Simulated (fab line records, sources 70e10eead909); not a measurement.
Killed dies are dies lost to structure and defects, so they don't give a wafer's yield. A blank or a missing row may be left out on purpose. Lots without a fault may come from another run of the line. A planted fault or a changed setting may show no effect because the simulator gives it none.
Which tool did it? | flow nand_harc | 24 lots, 72 wafers sampled, at 2 steps of a route of 1302

WHAT THE GAUGES READ, wafer by wafer
NHARC_A_CONTACT_OVL_MEAS_43. Usual: overlay_x_nm 0.2 nm, standard deviation 0.61; overlay_y_nm 0.1 nm, standard deviation 0.8.
lot  | measured     | on         | overlay_x_nm (nm) | overlay_y_nm (nm) | flag
L074 | day 21 00:34 | overlay-02 | 0.0 0.4 -0.1      | 0.3 -0.1 0.1      |
L076 | day 22 01:23 | overlay-01 | -0.9 -0.4 -0.9    | -0.4 0.3 -0.2     |
L075 | day 22 00:50 | overlay-01 | 1.0 1.1 1.3       | 0.0 0.3 0.0       |
L077 | day 22 19:13 | overlay-02 | 0.0 0.3 -0.2      | 1.0 0.6 0.7       |
L079 | day 22 19:23 | overlay-02 | 0.2 -0.1 0.1      | 0.1 -0.1 -0.3     |
L078 | day 22 18:58 | overlay-01 | 0.8 0.7 0.9       | 1.3 1.2 1.4       |
L081 | day 23 19:36 | overlay-02 | -0.6 -0.5 -0.4    | -0.4 -0.6 -0.2    |
L080 | day 24 12:21 | overlay-02 | 0.1 0.2 0.5       | 0.8 1.3 1.2       |
L082 | day 25 05:29 | overlay-01 | 0.8 0.0 0.7       | 0.4 0.5 0.8       |
L084 | day 25 05:09 | overlay-02 | 0.3 -0.3 -0.3     | 0.3 0.9 0.9       |
L083 | day 25 14:23 | overlay-01 | 0.8 0.8 0.4       | 0.1 0.3 0.4       |
L086 | day 25 21:16 | overlay-01 | 0.6 0.6 0.4       | -0.7 -0.9 -0.9    |
L087 | day 26 10:55 | overlay-02 | 0.3 0.3 0.5       | 1.4 1.8 1.5       |
L085 | day 26 10:45 | overlay-01 | 0.1 0.0 0.6       | 1.1 -0.1 0.3      |
L090 | day 27 17:31 | overlay-02 | 1.1 0.3 0.6       | -0.1 0.4 0.0      |
L091 | day 27 17:56 | overlay-01 | 0.4 0.4 0.7       | 0.6 0.1 0.3       |
L089 | day 27 22:09 | overlay-01 | -1.2 -1.3 -1.3    | 0.9 0.7 0.7       |
L088 | day 27 22:19 | overlay-02 | -0.5 0.8 0.4      | 0.1 -0.2 0.1      |
L092 | day 28 20:44 | overlay-02 | 0.0 -0.4 0.1      | -0.5 -0.5 -0.1    |
L093 | day 29 13:12 | overlay-02 | 0.3 -0.5 -0.2     | 1.3 0.9 1.5       |
L094 | day 29 12:47 | overlay-01 | -0.5 -1.0 -0.6    | 0.4 0.2 0.5       |
L095 | day 29 18:50 | overlay-01 | 0.4 0.3 0.6       | 0.2 0.0 -0.4      |
L096 | day 30 20:34 | overlay-01 | -0.2 -0.2 -0.2    | -2.2 -1.9 -2.0    |
L097 | day 31 16:14 | overlay-01 | 1.1 0.6 0.8       | -1.2 -1.9 -1.2    |

WHICH TOOL RAN EACH LOT (tool, then ch and the chambers of the sampled wafers, then the start)
lot  | NHARC_A_WL_FILL_STRIP_27
L074 | plasma_asher-02 ch 0,1, day 20 02:05
L076 | plasma_asher-02 ch 0,1, day 21 01:07
L075 | plasma_asher-02 ch 0,1, day 21 01:14
L077 | plasma_asher-01 ch 0,1, day 21 18:40
L079 | plasma_asher-02 ch 0,1, day 21 18:50
L078 | plasma_asher-02 ch 0,1, day 21 21:25
L081 | plasma_asher-02 ch 0,1, day 22 21:31
L080 | plasma_asher-01 ch 0,1, day 23 14:10
L082 | plasma_asher-02 ch 0,1, day 24 04:49
L084 | plasma_asher-02 ch 0,1, day 24 07:00
L083 | plasma_asher-02 ch 0,1, day 24 15:59
L086 | plasma_asher-01 ch 1, day 24 19:45
L087 | plasma_asher-02 ch 0,1, day 25 07:02
L085 | plasma_asher-02 ch 0,1, day 25 07:25
L090 | plasma_asher-01 ch 0,1, day 26 17:25
L091 | plasma_asher-02 ch 0,1, day 26 17:33
L089 | plasma_asher-01 ch 0,1, day 26 21:22
L088 | plasma_asher-02 ch 0,1, day 26 21:33
L092 | plasma_asher-01 ch 0,1, day 27 21:54
L093 | plasma_asher-02 ch 0,1, day 28 15:05
L094 | plasma_asher-01 ch 0,1, day 28 15:10
L095 | plasma_asher-02 ch 0,1, day 28 18:50
L096 | plasma_asher-01 ch 0,1, day 29 22:20
L097 | plasma_asher-02 ch 0,1, day 30 18:33
- NHARC_A_WL_FILL_STRIP_27: strips in N2/H2, time 20 s.

WHAT THE TOOLS THEMSELVES READ (means of the sampled wafers that have a number; where no wafer has one, the mark that the record gives instead)
NHARC_A_WL_FILL_STRIP_27. Usual: drypump_motor_current_A 5.6 A, standard deviation 0.62; heater_power_w 313 W, standard deviation 33.
lot  | tool            | drypump_motor_current_A (A) | heater_power_w (W) | flag
L074 | plasma_asher-02 | 5.3                         | 304                |
L076 | plasma_asher-02 | 5.3                         | 306                |
L075 | plasma_asher-02 | 5.7                         | 290                |
L077 | plasma_asher-01 | 5.5                         | 346                |
L079 | plasma_asher-02 | 5.3                         | 305                |
L078 | plasma_asher-02 | 5.3                         | 308                |
L081 | plasma_asher-02 | 5.8                         | 289                |
L080 | plasma_asher-01 | 5.9                         | 354                |
L082 | plasma_asher-02 | 5.8                         | 288                |
L084 | plasma_asher-02 | 5.8                         | 288                |
L083 | plasma_asher-02 | 5.3                         | 304                |
L086 | plasma_asher-01 | 6.3                         | 372                |
L087 | plasma_asher-02 | 5.8                         | 291                |
L085 | plasma_asher-02 | 5.8                         | 290                |
L090 | plasma_asher-01 | 5.9                         | 351                |
L091 | plasma_asher-02 | 5.3                         | 300                |
L089 | plasma_asher-01 | 5.9                         | 353                |
L088 | plasma_asher-02 | 5.8                         | 283                |
L092 | plasma_asher-01 | 5.5                         | 338                |
L093 | plasma_asher-02 | 5.3                         | 298                |
L094 | plasma_asher-01 | 5.9                         | 354                |
L095 | plasma_asher-02 | 5.8                         | 288                |
L096 | plasma_asher-01 | 5.9                         | 352                |
L097 | plasma_asher-02 | 5.8                         | 285                |

THE ANSWER, worked out from the rows above alone
Rule: a lot is off if the mean of its wafers that have a number lies more than 3 standard deviations from the usual mean. A lot without any number at a reading at which 4 lots or more have one is off too. The other lots that the step has rows for count as sound. The gauges are gone through in route order, then the tools' own readings, and for those a lot's mean is taken as printed above. The first step at which some lot is off is used, and at that step the reading that is off furthest; a lot without a number counts as furthest.
No lot is off at any reading shown: from this, nothing can be told.

WHAT THE SIMULATOR HAD PUT IN
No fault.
